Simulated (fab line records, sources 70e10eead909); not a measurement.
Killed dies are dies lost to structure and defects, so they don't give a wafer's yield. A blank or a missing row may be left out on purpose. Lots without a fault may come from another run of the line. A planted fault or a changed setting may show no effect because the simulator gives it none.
Which tool did it? | flow nand_harc | 7 lots, 21 wafers sampled, at 3 steps of a route of 1302

WHAT THE GAUGES READ, wafer by wafer
NHARC_END_SORT_01.
lot  | measured     | on        | defect_limited_yield (%)
L159 | day 27 21:34 | prober-01 | 0 0 0
L168 | day 31 18:52 | prober-02 | 93 90 91
L174 | day 33 13:10 | prober-01 | 92 92 90
L175 | day 34 06:50 | prober-02 | 91 91 91

WHICH TOOL RAN EACH LOT (tool, then ch and the chambers of the sampled wafers, then the start)
lot  | NHARC_A_M0_DEGAS_28          | NHARC_A_M0_PVD_21
L154 | pvd_sputter-02, day 23 05:56 | pvd_sputter-02, day 23 06:08
L158 | pvd_sputter-01, day 24 22:53 | pvd_sputter-01, day 24 23:05
L159 | pvd_sputter-03, day 26 03:43 | pvd_sputter-03, day 26 03:58
L166 | pvd_sputter-03, day 28 17:23 | pvd_sputter-03, day 28 17:36
L168 | pvd_sputter-03, day 30 03:38 | pvd_sputter-03, day 30 03:55
L174 | pvd_sputter-02, day 31 21:13 | pvd_sputter-02, day 31 21:26
L175 | pvd_sputter-03, day 32 15:49 | pvd_sputter-03, day 32 16:02
- NHARC_A_M0_DEGAS_28: time 60 s.
- NHARC_A_M0_PVD_21: deposits Cu, target thk 30 nm, time 20.49 s.

THE ANSWER, worked out from the rows above alone
Rule: what is usual is taken from the lots themselves. Put in order of their means at a reading, lots are off if they are a third of the lots or fewer, leave a main group of 4 or more, and stand apart from it by a gap of 3 or more times the standard deviation of the main group's means; of several such gaps the widest counts. A main group whose means are all the same, to the digits that the tables above print for the reading, isn't used. A lot without any number at a reading at which 4 lots or more have one is off too. The other lots that the step has rows for count as sound.
No lot is off at any reading shown: from this, nothing can be told.

WHAT THE SIMULATOR HAD PUT IN
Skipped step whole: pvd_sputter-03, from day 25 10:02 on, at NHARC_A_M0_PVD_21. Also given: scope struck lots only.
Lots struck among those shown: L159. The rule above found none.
